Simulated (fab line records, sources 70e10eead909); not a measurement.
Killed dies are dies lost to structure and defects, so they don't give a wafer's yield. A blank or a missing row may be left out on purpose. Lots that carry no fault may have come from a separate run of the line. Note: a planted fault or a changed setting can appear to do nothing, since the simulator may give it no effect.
Matching of chambers | flow nand harc | NHARC_A_CHANNEL_HOLE_D2_DESCUM_15 on rie diel-12: 4 sister chambers
The step chemistry O2, time 3 s. 22 wafers are shown with their chamber, then 11 later ones without.

## WAFERS PAIRED WITH THEIR CHAMBERS
wafer  | chamber | showerhead plenum p Torr (Torr) | drypump motor current A (A) | oes product au (a.u.)
L074.2 | 2       | 2.03                            | 5.7                         | 1.007
L074.3 | 1       | 1.95                            | 4.7                         | 0.989
L074.5 | 3       | 1.90                            | 5.1                         | 0.990
L075.1 | 0       | 2.01                            | 5.6                         | 0.994
L075.2 | 3       | 1.90                            | 5.2                         | 0.993
L075.4 | 2       | 2.03                            | 5.7                         | 1.008
L082.2 | 0       | 2.01                            | 5.7                         | 1.001
L082.3 | 2       | 2.03                            | 5.7                         | 1.005
L082.4 | 3       | 1.90                            | 5.1                         | 0.995
L084.1 | 1       | 1.95                            | 4.7                         | 0.998
L084.2 | 3       | 1.90                            | 5.1                         | 0.991
L084.4 | 2       | 2.03                            | 5.7                         | 0.995
L085.1 | 2       | 2.03                            | 5.7                         | 0.986
L085.3 | 3       | 1.90                            | 5.1                         | 0.993
L085.6 | 2       | 2.03                            | 5.7                         | 1.000
L087.3 | 1       | 1.95                            | 4.7                         | 1.001
L087.4 | 2       | 2.03                            | 5.7                         | 1.003
L087.6 | 0       | 2.01                            | 5.7                         | 0.996
L088.3 | 1       | 1.95                            | 4.7                         | 1.007
L088.5 | 1       | 1.95                            | 4.7                         | 0.999
L088.6 | 0       | 2.00                            | 5.7                         | 0.990
L091.1 | 0       | 2.00                            | 5.7                         | 0.992

SIGNATURES (means of the wafers above)
reading                  | chamber 0 | chamber 1 | chamber 2 | chamber 3 | scatter within a chamber
showerhead plenum p Torr | 2.0060    | 1.9500    | 2.0300    | 1.9000    | 0.00258
drypump motor current A  | 5.680     | 4.700     | 5.700     | 5.120     | 0.0298
oes product au           | 0.99460   | 0.99880   | 1.00057   | 0.99240   | 0.00587
Rule: for a wafer and a chamber, the distance is found by dividing, reading by reading, the gap between the wafer's reading and the chamber's mean by the reading's scatter, squaring, summing and taking the root. If the next closest chamber is less than 2 further off than the closest, the wafer can't be placed; otherwise it belongs to the closest. The scatter: the root of (the sum of the squares of (reading less its chamber's mean) over the shown wafers, divided by (wafers less chambers)).

## WAFERS WITH NO CHAMBER GIVEN
wafer  | showerhead plenum p Torr (Torr) | drypump motor current A (A) | oes product au (a.u.)
L091.2 | 2.03                            | 5.7                         | 1.000
L091.3 | 1.95                            | 4.7                         | 0.998
L093.1 | 1.95                            | 4.7                         | 1.000
L093.3 | 2.01                            | 5.7                         | 0.993
L093.4 | 1.90                            | 5.1                         | 0.990
L094.1 | 2.00                            | 5.7                         | 0.996
L094.2 | 1.95                            | 4.7                         | 1.005
L094.3 | 2.03                            | 5.7                         | 0.994
L096.2 | 2.00                            | 5.7                         | 0.992
L096.3 | 1.95                            | 4.7                         | 0.992
L096.6 | 2.00                            | 5.6                         | 0.984

## WHICH CHAMBER EACH WENT THROUGH
wafer  | from the rows above | in truth
L091.2 | 2                   | 2
L091.3 | 1                   | 1
L093.1 | 1                   | 1
L093.3 | 0                   | 0
L093.4 | 3                   | 3
L094.1 | 0                   | 0
L094.2 | 1                   | 1
L094.3 | 2                   | 2
L096.2 | 0                   | 0
L096.3 | 1                   | 1
L096.6 | 0                   | 0
Placed correctly: 11 of 11. Not placeable from these rows: 0. Placed wrongly: 0.
